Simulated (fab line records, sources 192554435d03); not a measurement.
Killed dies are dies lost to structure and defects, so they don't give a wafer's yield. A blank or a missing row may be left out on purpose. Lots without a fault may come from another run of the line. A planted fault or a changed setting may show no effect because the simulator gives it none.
Which tool did it? | flow n5_finfet | 11 lots, 30 wafers sampled, at 4 steps of a route of 1938

WHAT THE GAUGES READ, wafer by wafer
N5_SDB_INSPECT_13: inspects for defects (brightfield).
lot  | measured    | on                | raw_defect_count
L607 | day 4 06:10 | defect_inspect-02 | 71 26 25
L609 | day 4 22:00 | defect_inspect-02 | 73 97 90
L611 | day 5 10:01 | defect_inspect-01 | 142 63 75
L612 | day 5 14:34 | defect_inspect-02 | 66 122 68
L617 | day 6 21:16 | defect_inspect-01 | 80 44
L619 | day 7 09:55 | defect_inspect-02 | 52 64
L620 | day 7 13:43 | defect_inspect-01 | 52 62
L622 | day 8 01:25 | defect_inspect-02 | 75 110 141
L624 | day 8 13:49 | defect_inspect-01 | 122 57 101
L626 | day 9 00:59 | defect_inspect-02 | 86 51 66
L628 | day 9 18:41 | defect_inspect-01 | 75 146 37

WHICH TOOL RAN EACH LOT (tool, then ch and the chambers of the sampled wafers, then the start)
lot  | N5_SD_EPI_P_STRIP_40                | N5_ILD0_CMP_07               | N5_ILD0_CMP_12
L607 | plasma_asher-02 ch 0,1, day 3 18:44 | cmp-03 ch 0,1,3, day 4 02:01 | cmp-02 ch 0,1,3, day 4 05:17
L609 | plasma_asher-02 ch 1, day 4 09:34   | cmp-02 ch 0,2, day 4 17:04   | cmp-01 ch 1,3, day 4 21:10
L611 | plasma_asher-01 ch 0,1, day 4 22:33 | cmp-02 ch 1,2,3, day 5 06:05 | cmp-02 ch 0,2,3, day 5 09:23
L612 | plasma_asher-01 ch 0,1, day 5 03:04 | cmp-01 ch 0,1,3, day 5 10:29 | cmp-03 ch 0,1,2, day 5 13:42
L617 | plasma_asher-02 ch 0,1, day 6 09:59 | cmp-03 ch 0,1, day 6 17:12   | cmp-02 ch 0,2, day 6 20:27
L619 | plasma_asher-02 ch 0,1, day 6 20:40 | cmp-02 ch 0,3, day 7 05:31   | cmp-02 ch 0,1, day 7 09:13
L620 | plasma_asher-02 ch 0,1, day 7 02:34 | cmp-02 ch 0,3, day 7 09:25   | cmp-02 ch 1,2, day 7 12:51
L622 | plasma_asher-02 ch 0,1, day 7 14:30 | cmp-03 ch 1,2, day 7 21:09   | cmp-03 ch 0,1, day 8 00:33
L624 | plasma_asher-02 ch 0,1, day 8 02:21 | cmp-02 ch 1,2,3, day 8 09:04 | cmp-01 ch 0,2,3, day 8 13:04
L626 | plasma_asher-01 ch 0,1, day 8 13:48 | cmp-02 ch 2,3, day 8 20:58   | cmp-01 ch 1,2,3, day 9 00:19
L628 | plasma_asher-02 ch 0,1, day 9 07:30 | cmp-01 ch 1,2,3, day 9 14:40 | cmp-01 ch 0,1, day 9 17:48
- N5_SD_EPI_P_STRIP_40: strips in N2/H2.
- N5_ILD0_CMP_07: polishes SiO2 flowable, stops on poly-Si, t overpolish 1.18 s, target thk 138.88 nm.
- N5_ILD0_CMP_12: polishes SiNx, stops on poly-Si, t overpolish 6 s, target thk 17.67 nm.

THE ANSWER, worked out from the rows above alone
Rule: what is usual is taken from the lots themselves. Put in order of their means at a reading, lots are off if they are a third of the lots or fewer, leave a main group of 4 or more, and stand apart from it by a gap of 3 or more times the standard deviation of the main group's means; of several such gaps the widest counts. A main group whose means are all the same, to the digits that the tables above print for the reading, isn't used. A lot without any number at a reading at which 4 lots or more have one is off too. The other lots that the step has rows for count as sound.
No lot is off at any reading shown: from this, nothing can be told.

WHAT THE SIMULATOR HAD PUT IN
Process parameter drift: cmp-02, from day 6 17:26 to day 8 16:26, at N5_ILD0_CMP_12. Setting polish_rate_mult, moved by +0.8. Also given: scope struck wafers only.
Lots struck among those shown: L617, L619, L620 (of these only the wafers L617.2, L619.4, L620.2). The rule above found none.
